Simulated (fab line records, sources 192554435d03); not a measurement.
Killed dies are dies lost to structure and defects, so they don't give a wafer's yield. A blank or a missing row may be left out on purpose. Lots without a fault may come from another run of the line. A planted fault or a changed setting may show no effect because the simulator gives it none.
Problem report in the 8D (eight disciplines) form, filled by code | flow n5_finfet | the parts of the form that need people (team, actions taken, sign-off) are left out

1. THE PROBLEM
run_length_s at N5_BEOL_M10_ETCH_66 reads a mean of 213.6 s on 3 wafers of 3 lots; wafers without a fault read 203.2 s with a standard deviation of 0.4. That is +26 standard deviations from the usual mean.
The step: etches SOC in N2/H2, target depth 120 nm, overetch 24 nm, time 180 s.
First seen on wafer L665.1, day 13 23:14, on rie_diel-06. The record holds 31 wafers of 12 lots with a number at this step. Rule for "out", or "out of limits": more than 4 standard deviations from the usual mean. The other wafers with a number count as sound.

2. WHAT IT IS AND WHAT IT IS NOT
question                    | is                     | is not
which readings at this step | run_length_s           | drypump_motor_current_A, oes_product_au, rf_vpp_V, showerhead_plenum_p_Torr, throttle_valve_pct
which lots                  | L665, L668, L669       | L649, L650, L651, L652, L653, L655, L656, L657, L659
which wafers of those lots  | L665.1, L668.4, L669.1 | L665.5, L668.2, L669.2
read on which tools         | rie_diel-06            | rie_diel-02, rie_diel-04
when                        | from day 13 23:14      | up to then (26 sound wafers); but 2 sound wafers of L668, L669 came after

3. SUSPECTS, AND WHAT RULES EACH OUT
Counting: a tool at a process step up to the reading stays a suspect if it ran every lot that is out. Sound lots after the first of them don't rule it out here, since some wafers of a struck lot are sound.
- rie_diel-06 at N5_BEOL_M10_DESCUM_33 (chemistry O2, time 7.9 s): kept. It ran every lot that is out, first L665 (day 13 23:09); its last sound lot up to then is L657 (day 12 08:13).
- rie_diel-06 at N5_BEOL_M10_ETCH_66 (etches SOC in N2/H2, target depth 120 nm, overetch 24 nm, time 180 s): kept. It ran every lot that is out, first L665 (day 13 23:14); its last sound lot up to then is L657 (day 12 08:19). Its own readings are out on those wafers: run_length_s.
Left after counting: rie_diel-06 at N5_BEOL_M10_DESCUM_33, rie_diel-06 at N5_BEOL_M10_ETCH_66.

4. THE CAUSE (what the simulator had put in)
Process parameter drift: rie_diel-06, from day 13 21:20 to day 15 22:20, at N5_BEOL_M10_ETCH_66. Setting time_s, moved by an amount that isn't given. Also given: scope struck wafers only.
Counting left 2 suspects, and this tool is among them.

5. THE CHAIN OF EFFECTS, in route order
Each row: a reading whose mean over the struck wafers that have a number lies more than 3 standard deviations from the usual. Only readings for which the record gives a usual standard deviation are gone through. hours: the time from each lot's start at the first step in this table that gives one to its start at this step, as a median over the lots. sigmas: the change in usual standard deviations.
hours | step                | reading      | usual   | on struck wafers | change | sigmas
0     | N5_BEOL_M10_ETCH_66 | run_length_s | 203.2 s | 213.6            | +10.4  | +26
The process steps in it:
- N5_BEOL_M10_ETCH_66: etches SOC in N2/H2, target depth 120 nm, overetch 24 nm, time 180 s.

6. WHAT WOULD HAVE CAUGHT IT SOONER
In this record the first reading out of limits was taken at day 13 23:14, 2 hours after the fault began at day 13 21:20.
